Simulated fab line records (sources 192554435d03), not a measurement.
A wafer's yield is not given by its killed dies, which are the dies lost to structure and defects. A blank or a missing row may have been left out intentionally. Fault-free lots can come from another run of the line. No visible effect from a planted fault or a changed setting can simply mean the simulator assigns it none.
Matching of chambers | flow n5Finfet | 4 sister chambers for N5_BEOL_M11_ETCH_61 on rieDiel-04
The step etches SiARC in CF4, target depth 39 nm, time 65 s. 4 wafers are shown with their chamber, then 10 later ones without.

== WAFERS, EACH WITH ITS CHAMBER ==
wafer  | chamber | showerheadPlenumPTorr (Torr)
L083.4 | 1       | 2.14
L082.4 | 0       | 2.07
L084.1 | 3       | 1.97
L084.2 | 2       | 2.19

== WAFERS WITH NO CHAMBER GIVEN ==
wafer  | showerheadPlenumPTorr (Torr)
L084.4 | 2.07
L085.2 | 2.18
L085.3 | 2.07
L085.5 | 2.13
L092.2 | 1.96
L092.4 | 2.18
L092.6 | 2.07
L090.2 | 1.96
L090.4 | 2.18
L090.6 | 2.13

== WHICH CHAMBER EACH WENT THROUGH ==
wafer  | from the rows above | in truth
L084.4 | 0                   | 0
L085.2 | 2                   | 2
L085.3 | 0                   | 0
L085.5 | 1                   | 1
L092.2 | 3                   | 3
L092.4 | 2                   | 2
L092.6 | 0                   | 0
L090.2 | 3                   | 3
L090.4 | 2                   | 2
L090.6 | 1                   | 1
Placed correctly: 10 of 10. Number that these rows cannot place: 0. Placed wrongly: 0.
How it was worked out, from the rows above alone: a wafer's distance from a chamber is the root of the sum, over the readings, of the square of ((its reading less the chamber's mean) divided by the reading's scatter). The wafer belongs to the nearest chamber; if the next one is less than 2 further off, it can't be placed. The mean given for a chamber averages the wafers shown for that chamber. The scatter: with one shown wafer a chamber, the root of the mean of the squares of how far each hidden wafer lies from its nearest shown one.
